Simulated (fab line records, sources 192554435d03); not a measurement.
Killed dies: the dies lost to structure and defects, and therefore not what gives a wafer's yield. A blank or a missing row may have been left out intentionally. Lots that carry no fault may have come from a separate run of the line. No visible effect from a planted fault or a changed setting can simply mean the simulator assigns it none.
A struck lot beside a sound one || flow n5_finfet || 17 steps out of a route of 1938
Sound: wafers L105.1, L105.4, L105.6. Struck: wafer L112.2. (L112.4, L112.6 of the same lot were not struck and are left out.) The cause comes at the end.
Per side, at each step with rows, come the tool, then ch with its chambers, and then its first start. Under that, the readings that differ: sound wafers || struck wafers || difference of the means || sigmas: that difference in standard deviations of wafers without a fault.
alike: readings whose means differ by less than 2 such deviations, and words and numbers that are the same on both sides. not compared: withheld readings, readings that some wafer has no value for, bounds like >300 that may hide the same value, and numbers for which the record gives no deviation and whose values overlap.
The two part at a step that has a row with sigmas, a row that says differs or no value, or rows on one side only. Non-overlapping numbers with no deviation appear without sigmas and do not part them. A reading that every wafer of one side lacks parts them only if that side has two wafers or more.

N5_BEOL_M10_ALD_74: deposits TaN, target thk 2 nm, pulse time 2 s, purge time 3 s.
  sound on ald_metal-01 ch 0,2, day 11 11:55; struck on ald_metal-03 ch 3, day 13 04:37
  alike: chamber_pressure_Torr, heater_power_w
N5_BEOL_M10_SURFACE_TREAT_76:
  struck on pvd_sputter-03, day 13 04:55; sound on pvd_sputter-02, day 11 12:23
  not compared: pressure_mtorr, throttle_valve_pct
then, 1 step without rows for these wafers: N5_BEOL_M10_CVD_75 (deposits Co from CCTBA/H2, target thk 2 nm, time 138.9 s).
N5_BEOL_M10_SPUTTER_48: material Cu, target thk 12 nm, time 2 s.
  struck on pvd_sputter-01, day 13 05:07; sound on pvd_sputter-02, day 11 12:45
  alike: chuck_sensor_temp_C, throttle_valve_pct
then, 3 steps without rows for these wafers: N5_BEOL_M10_ECD_50 (material Cu, target thk 318 nm); N5_BEOL_M10_ANNEAL_51 (time 90 s); N5_BEOL_M10_CMP_52 (polishes, stops on SiCOH lowk, t overpolish 7 s, target thk 140 nm).
N5_BEOL_M10_THK_MEAS_53: measures by xrf.
  struck on film_metro-02, day 13 05:56; sound on film_metro-01, day 11 13:35
  alike: M10_THK
then, 1 step without rows for these wafers: N5_BEOL_M10_PRE_CLEAN_55 (time 15 s).
N5_BEOL_M10_DEP_56: deposits SiCN from 3MS/NH3, target thk 15 nm, time 26.5 s.
  sound on pecvd-04 ch 1,2, day 11 13:38; struck on pecvd-03 ch 2, day 13 06:00
  alike: chamber_pressure_Torr, showerhead_plenum_p_Torr, throttle_valve_pct
N5_BEOL_M10_RS_MEAS_57: uses a four-point probe to measure.
  struck on film_metro-01, day 13 06:04; sound on film_metro-01, day 11 13:43
  alike: M10_RS
N5_BEOL_M10_INSPECT_58: inspects for defects (darkfield).
  struck on defect_inspect-02, day 13 06:06; sound on defect_inspect-01, day 11 13:44
  alike: raw_defect_count
N5_BEOL_M11_ILD_DEP_00: deposits SiCOH lowk from DEMS/porogen, target thk 308.51 nm, time 58 s.
  sound on pecvd-02 ch 0,1, day 11 13:47; struck on pecvd-02 ch 1, day 13 06:08
  alike: chamber_pressure_Torr, heater_power_w, showerhead_plenum_p_Torr, throttle_valve_pct
N5_BEOL_M11_CURE_71: cures SiCOH lowk, time 240 s.
  sound on uv_cure-02 ch 1, day 11 13:52; struck on uv_cure-03 ch 2, day 13 06:17
  alike: lamp_power_pct, wafer_temp_C_max
N5_BEOL_M11_THK_MEAS_01:
  struck on film_metro-01, day 13 06:43; sound on film_metro-02, day 11 14:22
{"reading": "M11_ILD_THK (nm)", "sound": "269 269 268", "struck": 227, "difference": -42, "sigmas": -13}
then, 1 step without rows for these wafers: N5_BEOL_M11_PECVD_70 (deposits SiO2 from TEOS/O2, target thk 20 nm, time 22.7 s).
N5_PASSIVATION_PROBE_49:
  struck on prober-02, day 15 03:58; sound on prober-01, day 13 16:30
{"reading": "killed_at_M0_to_M3", "sound": "42 35 51", "struck": 15, "difference": -28, "sigmas": -3}
{"reading": "killed_at_M4_up", "sound": "4 11 6", "struck": 19, "difference": "+12", "sigmas": "+2"}
  alike: defect_limited_yield, killed_at_contacts, killed_at_front_end, killed_at_other, killed_dies, killed_open, killed_short, sort_bin_5_function, sort_bin_6_memory, sort_n_pass, sort_yield_pct

WHERE THEY PART
Last at N5_PASSIVATION_PROBE_49 as far as this record goes, first at N5_BEOL_M11_THK_MEAS_01.

WHY: the cause the simulator had injected
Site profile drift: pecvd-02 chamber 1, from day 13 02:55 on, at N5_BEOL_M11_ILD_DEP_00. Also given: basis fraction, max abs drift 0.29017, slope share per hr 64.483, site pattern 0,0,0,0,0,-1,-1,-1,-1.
